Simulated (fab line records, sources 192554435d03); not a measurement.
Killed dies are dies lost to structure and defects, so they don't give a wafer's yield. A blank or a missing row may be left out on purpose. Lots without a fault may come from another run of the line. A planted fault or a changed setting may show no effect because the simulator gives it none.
Chamber matching | flow n5_finfet | N5_GATE_CUT_STRIP_41 on rie_diel-01: 4 sister chambers
The step strips in CF4. 22 wafers are shown with their chamber, then 11 later ones without.

WAFERS WITH THEIR CHAMBER
wafer  | chamber | drypump_motor_current_A (A) | throttle_valve_pct (%) | showerhead_plenum_p_Torr (Torr)
L074.2 | 3       | 5.3                         | 13.56                  | 1.72
L074.3 | 1       | 5.8                         | 13.44                  | 1.83
L074.4 | 0       | 4.9                         | 13.41                  | 1.82
L076.2 | 2       | 5.0                         | 14.08                  | 1.79
L076.5 | 2       | 5.0                         | 14.07                  | 1.79
L076.6 | 3       | 5.3                         | 13.58                  | 1.72
L082.1 | 3       | 5.3                         | 13.61                  | 1.72
L082.2 | 0       | 4.9                         | 13.44                  | 1.81
L082.4 | 2       | 5.0                         | 14.11                  | 1.79
L086.1 | 0       | 4.9                         | 13.46                  | 1.81
L086.2 | 3       | 5.3                         | 13.62                  | 1.72
L086.3 | 2       | 5.0                         | 14.14                  | 1.78
L086.4 | 1       | 5.8                         | 13.48                  | 1.82
L086.5 | 0       | 4.9                         | 13.49                  | 1.81
L086.6 | 1       | 5.7                         | 13.48                  | 1.82
L088.1 | 0       | 4.9                         | 13.49                  | 1.81
L088.2 | 1       | 5.8                         | 13.47                  | 1.82
L088.3 | 3       | 5.4                         | 13.63                  | 1.71
L088.4 | 2       | 5.0                         | 14.13                  | 1.78
L088.5 | 2       | 5.0                         | 14.15                  | 1.78
L088.6 | 3       | 5.4                         | 13.64                  | 1.72
L089.1 | 2       | 5.0                         | 14.14                  | 1.78

SIGNATURES (means of the wafers above)
reading                  | chamber 0 | chamber 1 | chamber 2 | chamber 3 | scatter within a chamber
drypump_motor_current_A  | 4.900     | 5.775     | 5.000     | 5.333     | 0.034
throttle_valve_pct       | 13.4580   | 13.4675   | 14.1171   | 13.6067   | 0.0302
showerhead_plenum_p_Torr | 1.8120    | 1.8225    | 1.7843    | 1.7183    | 0.00477
Rule: a wafer's distance from a chamber is the root of the sum, over the readings, of the square of ((its reading less the chamber's mean) divided by the reading's scatter). The wafer belongs to the nearest chamber; if the next one is less than 2 further off, it can't be placed. The scatter: the root of (the sum of the squares of (reading less its chamber's mean) over the shown wafers, divided by (wafers less chambers)).

WAFERS WITHOUT THEIR CHAMBER
wafer  | drypump_motor_current_A (A) | throttle_valve_pct (%) | showerhead_plenum_p_Torr (Torr)
L089.2 | 5.8                         | 13.50                  | 1.82
L089.3 | 5.3                         | 13.64                  | 1.71
L089.4 | 4.9                         | 13.49                  | 1.81
L089.5 | 5.8                         | 13.48                  | 1.82
L089.6 | 4.9                         | 13.48                  | 1.81
L093.1 | 5.8                         | 13.51                  | 1.82
L093.5 | 5.3                         | 13.67                  | 1.71
L093.6 | 5.0                         | 14.16                  | 1.78
L096.2 | 5.8                         | 13.51                  | 1.82
L096.3 | 4.9                         | 13.51                  | 1.81
L096.4 | 5.0                         | 14.16                  | 1.78

WHICH CHAMBER EACH WENT THROUGH
wafer  | from the rows above | in truth
L089.2 | 1                   | 1
L089.3 | 3                   | 3
L089.4 | 0                   | 0
L089.5 | 1                   | 1
L089.6 | 0                   | 0
L093.1 | 1                   | 1
L093.5 | 3                   | 3
L093.6 | 2                   | 2
L096.2 | 1                   | 1
L096.3 | 0                   | 0
L096.4 | 2                   | 2
Placed correctly: 11 of 11. Can't be placed from these rows: 0. Placed wrongly: 0.
